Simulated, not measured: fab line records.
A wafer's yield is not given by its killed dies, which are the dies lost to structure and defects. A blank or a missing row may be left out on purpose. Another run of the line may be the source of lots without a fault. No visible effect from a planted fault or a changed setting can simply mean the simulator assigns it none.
Comparing a struck lot with a sound one || flow n5 finfet || 43 steps out of a route of 1938
Sound: these wafers, L226.2, L226.4, L226.6. Wafers struck: L234.2, L234.3, L234.6. Last of all comes the cause.
For every step that has rows: the tool of each side, followed by ch and its chambers, followed by its first start. Under that, the readings that differ: sound wafers || struck wafers || difference of the means || sigmas: that difference in standard deviations of wafers without a fault.
alike: same words and numbers on both sides, and readings whose means sit less than 2 such deviations apart. not compared: any withheld reading, any reading some wafer has no value for, any bound like >300 that may hide the same value, and any number with overlapping values for which the record gives no deviation.
A row with sigmas, a row that says differs or no value, or rows on one side alone: a step with any of these is where the two part. Numbers that have no deviation but don't overlap get no sigmas and don't part them. A reading that every wafer of one side lacks parts them only if that side has two wafers or more.

first, 7 steps without rows for these wafers: N5_WELL_APT_COAT_02 (resist thk 950 nm); N5_WELL_APT_EBR_04; N5_WELL_APT_SOFTBAKE_03 (time 60 s); N5_WELL_APT_EXPOSE_05 (exposes mask NWELL, defocus 0 nm, target cd 200 nm); N5_WELL_APT_PEB_06 (peb time 90 s); N5_WELL_APT_DEVELOP_07 (develop time 45 s); N5_WELL_APT_HARDBAKE_12 (time 120 s).
N5_WELL_APT_CD_MEAS_08: the cd target is 200 nm.
  sound on cd sem-03 ch 0, day 2 19:41; struck on cd sem-02 ch 0, day 4 20:28
  alike: cd nm
N5_WELL_APT_OVL_MEAS_09:
  sound on overlay-01 ch 0, day 2 19:43; struck on overlay-01 ch 0, day 4 20:29
  alike: NWELL_OVL
N5_WELL_APT_INSPECT_10: inspects for defects (macro).
  sound: defect inspect-01 at day 2 19:45; struck: defect inspect-02 at day 4 20:31
  alike: raw defect count
N5_WELL_APT_DESCUM_13: chemistry O2, time 7.9 s.
  sound on rie diel-01 ch 0,1, day 2 19:54; struck on rie diel-02 ch 0,2, day 4 20:46
{"reading": "oes product au (a.u.)", "sound": "0.98 0.77 0.98", "struck": "0.81 0.69 0.69", "difference": -0.18, "sigmas": -3}
  alike: drypump motor current A, o2 flow sccm, rf vpp V, showerhead plenum p Torr, throttle valve pct
  not compared: rf hours counter h
next, for these wafers, 1 step has no rows: N5_WELL_APT_IMPLANT_14.
N5_WELL_APT_IMPLANT_15:
  sound on implanter-01 ch 0, day 2 20:13; struck on implanter-01 ch 0, day 4 21:05
{"reading": "dose ions cm2", "sound": "1.5005e+13 1.4987e+13 1.4996e+13", "struck": "8.837e+12 8.826e+12 8.839e+12", "difference": -6.162e+12, "sigmas": "-99 or more"}
{"reading": "faraday current uA", "sound": "188 187 194", "struck": "110 111 108", "difference": -80, "sigmas": -21}
then, 9 steps without rows for these wafers: N5_WELL_APT_STRIP_16 (strips in SPM, time 900 s); N5_WELL_APT_HMDS_18 (time 60 s); N5_WELL_APT_COAT_19 (resist thk 950 nm); N5_WELL_APT_EBR_21; N5_WELL_APT_SOFTBAKE_20 (time 60 s); N5_WELL_APT_EXPOSE_22 (exposes mask PWELL, defocus 0 nm, target cd 200 nm); N5_WELL_APT_PEB_23 (peb time 90 s); N5_WELL_APT_DEVELOP_24 (develop time 45 s); N5_WELL_APT_HARDBAKE_29 (time 120 s).
N5_WELL_APT_CD_MEAS_25: the cd target is 200 nm.
  sound on cd sem-01 ch 0, day 2 20:58; struck on cd sem-03 ch 0, day 4 21:48
  alike: cd nm
N5_WELL_APT_OVL_MEAS_26:
  sound on overlay-02 ch 0, day 2 21:00; struck on overlay-01 ch 0, day 4 21:50
  alike: PWELL_OVL
N5_WELL_APT_INSPECT_27: inspects for defects (macro).
  sound: defect inspect-02 at day 2 21:02; struck: defect inspect-02 at day 4 21:52
  alike: raw defect count
N5_WELL_APT_DESCUM_30: chemistry O2, time 7.9 s.
  sound on rie diel-02 ch 1,2, day 2 21:04; struck on rie diel-06 ch 1,3, day 4 21:53
  alike: drypump motor current A, o2 flow sccm, oes product au, rf vpp V, showerhead plenum p Torr, throttle valve pct
  not compared: rf hours counter h
then, 3 steps without rows for these wafers: N5_WELL_APT_IMPLANT_31; N5_WELL_APT_IMPLANT_32; N5_WELL_APT_STRIP_33 (strips in SPM, time 900 s).
N5_WELL_APT_RTA_34: time 10 s.
  sound on rtp anneal-02 ch 0, day 2 22:00; struck on rtp anneal-01 ch 0, day 4 22:43
  alike: lamp power pct, wafer_temp_C_max
then, 4 steps without rows for these wafers: N5_WELL_APT_OXIDE_STRIP_42 (strips SiO2 in dHF, time 45 s, target depth 12 nm); N5_WELL_APT_PRECLEAN_36 (cleans in O3/DIW, time 45 s); N5_WELL_APT_PRECLEAN_39 (cleans in dHF, time 60 s); N5_WELL_APT_SRD_37 (time 30 s).
N5_WELL_APT_EPI_41: deposits Si from SiH4/H2, target thk 50 nm, time 297.7 s.
  sound on epi rpcvd-04 ch 0, day 2 22:19; struck on epi rpcvd-04 ch 0, day 4 23:04
  alike: throttle valve pct
N5_WELL_APT_INSPECT_38: inspects for defects (darkfield).
  sound: defect inspect-01 at day 2 22:52; struck: defect inspect-01 at day 4 23:46
  alike: raw defect count
N5_PMOS_HMC_CHANNEL_EPI_HM_DEP_34: deposits SiO2 from TEOS/O2, target thk 36 nm, time 6.9 s.
  sound on pecvd-03 ch 0,1,2, day 2 22:53; struck on pecvd-04 ch 1,2, day 4 23:48
  alike: heater power w, showerhead plenum p Torr, throttle valve pct
then, 5 steps without rows for these wafers: N5_PMOS_HMC_CHANNEL_EPI_COAT_31 (time 60 s, resist thk 66 nm); N5_PMOS_HMC_CHANNEL_EPI_COAT_03 (resist thk 205 nm); N5_PMOS_HMC_CHANNEL_EPI_EBR_05; N5_PMOS_HMC_CHANNEL_EPI_SOFTBAKE_04 (time 60 s); N5_PMOS_HMC_CHANNEL_EPI_EXPOSE_06 (exposes mask PMOS HMC BLK, target cd 240 nm).
-- here the record skips 7 days between the struck wafers' starts before and after, leaving off in module PMOS_HMC_CHANNEL_EPI and picking up in module BEOL_M4 (first step shown: number 1111 of the route) --
N5_BEOL_M4_RC_MEAS_101:
  sound on prober-02 ch 0, day 9 18:59; struck on prober-01 ch 0, day 11 17:37
{"reading": "CJ_P", "sound": "5.59 5.60 5.64", "struck": "4.42 4.44 4.35", "difference": -1.21, "sigmas": -10}
{"reading": "VT_N (mV)", "sound": "250.2 248.0 246.3", "struck": "252.4 254.8 253.9", "difference": "+5.5", "sigmas": "+2"}
  alike: DIBL_N, DIBL_P, IOFF_N, IOFF_P, ION_N, ION_P, SS_N, SS_P, VT_P

WHERE THEY PART
First at N5_WELL_APT_DESCUM_13; last, within this record, at N5_BEOL_M4_RC_MEAS_101.

WHY: what the simulator had put in
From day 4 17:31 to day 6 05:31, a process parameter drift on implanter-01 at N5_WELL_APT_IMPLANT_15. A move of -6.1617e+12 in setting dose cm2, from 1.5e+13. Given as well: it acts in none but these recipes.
